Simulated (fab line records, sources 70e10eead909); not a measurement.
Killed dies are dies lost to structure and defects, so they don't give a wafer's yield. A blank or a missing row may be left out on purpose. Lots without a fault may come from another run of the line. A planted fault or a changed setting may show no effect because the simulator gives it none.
Chamber matching | flow nand_harc | NHARC_HYBRID_BOND_ACTIVATE_00 on rie_diel-06: 4 sister chambers
The step chemistry N2, time 60 s. 22 wafers are shown with their chamber, then 11 later ones without.

WAFERS WITH THEIR CHAMBER
wafer  | chamber | drypump_motor_current_A (A) | oes_product_au (a.u.) | rf_vpp_V (V)
L833.2 | 0       | 6.1                         | 0.993                 | 62.6
L833.3 | 2       | 4.7                         | 0.997                 | 65.2
L833.5 | 0       | 6.1                         | 0.988                 | 63.6
L834.1 | 2       | 4.8                         | 1.008                 | 65.0
L834.2 | 1       | 5.7                         | 1.009                 | 64.2
L834.4 | 3       | 5.5                         | 0.998                 | 64.4
L835.1 | 1       | 5.7                         | 1.010                 | 63.8
L835.2 | 0       | 6.1                         | 0.995                 | 63.6
L835.6 | 0       | 6.1                         | 0.985                 | 63.7
L836.2 | 1       | 5.7                         | 1.005                 | 64.9
L836.5 | 1       | 5.7                         | 1.007                 | 63.1
L836.6 | 0       | 6.1                         | 0.982                 | 65.4
L837.2 | 3       | 5.5                         | 1.007                 | 64.9
L837.3 | 2       | 4.7                         | 1.011                 | 63.7
L837.6 | 2       | 4.8                         | 1.014                 | 63.2
L840.3 | 2       | 4.8                         | 1.005                 | 65.3
L840.5 | 1       | 5.7                         | 0.998                 | 65.4
L840.6 | 2       | 4.7                         | 1.000                 | 64.2
L842.2 | 2       | 4.7                         | 0.996                 | 63.2
L842.5 | 3       | 5.5                         | 0.996                 | 65.0
L842.6 | 0       | 6.1                         | 0.995                 | 63.3
L844.1 | 1       | 5.7                         | 1.001                 | 62.1

SIGNATURES (means of the wafers above)
reading                 | chamber 0 | chamber 1 | chamber 2 | chamber 3 | scatter within a chamber
drypump_motor_current_A | 6.100     | 5.700     | 4.743     | 5.500     | 0.0309
oes_product_au          | 0.98967   | 1.00500   | 1.00443   | 1.00033   | 0.00589
rf_vpp_V                | 63.700    | 63.917    | 64.257    | 64.767    | 0.966
Rule: a wafer's distance from a chamber is the root of the sum, over the readings, of the square of ((its reading less the chamber's mean) divided by the reading's scatter). The wafer belongs to the nearest chamber; if the next one is less than 2 further off, it can't be placed. The scatter: the root of (the sum of the squares of (reading less its chamber's mean) over the shown wafers, divided by (wafers less chambers)).

WAFERS WITHOUT THEIR CHAMBER
wafer  | drypump_motor_current_A (A) | oes_product_au (a.u.) | rf_vpp_V (V)
L844.3 | 5.5                         | 0.997                 | 66.2
L844.6 | 5.5                         | 0.994                 | 64.0
L853.1 | 5.6                         | 1.009                 | 63.7
L853.2 | 5.5                         | 1.004                 | 65.2
L853.3 | 6.1                         | 0.993                 | 61.8
L854.4 | 5.5                         | 1.000                 | 64.3
L854.5 | 6.1                         | 0.996                 | 65.4
L854.6 | 5.7                         | 0.999                 | 64.2
L856.2 | 4.7                         | 0.997                 | 65.0
L856.3 | 5.5                         | 1.001                 | 64.8
L856.5 | 5.5                         | 0.995                 | 63.9

WHICH CHAMBER EACH WENT THROUGH
wafer  | from the rows above     | in truth
L844.3 | 3                       | 3
L844.6 | 3                       | 3
L853.1 | can't be placed: 1 or 3 | 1
L853.2 | 3                       | 3
L853.3 | 0                       | 0
L854.4 | 3                       | 3
L854.5 | 0                       | 0
L854.6 | 1                       | 1
L856.2 | 2                       | 2
L856.3 | 3                       | 3
L856.5 | 3                       | 3
Placed correctly: 10 of 11. Can't be placed from these rows: 1 (the true chamber is among the candidates in 1). Placed wrongly: 0.
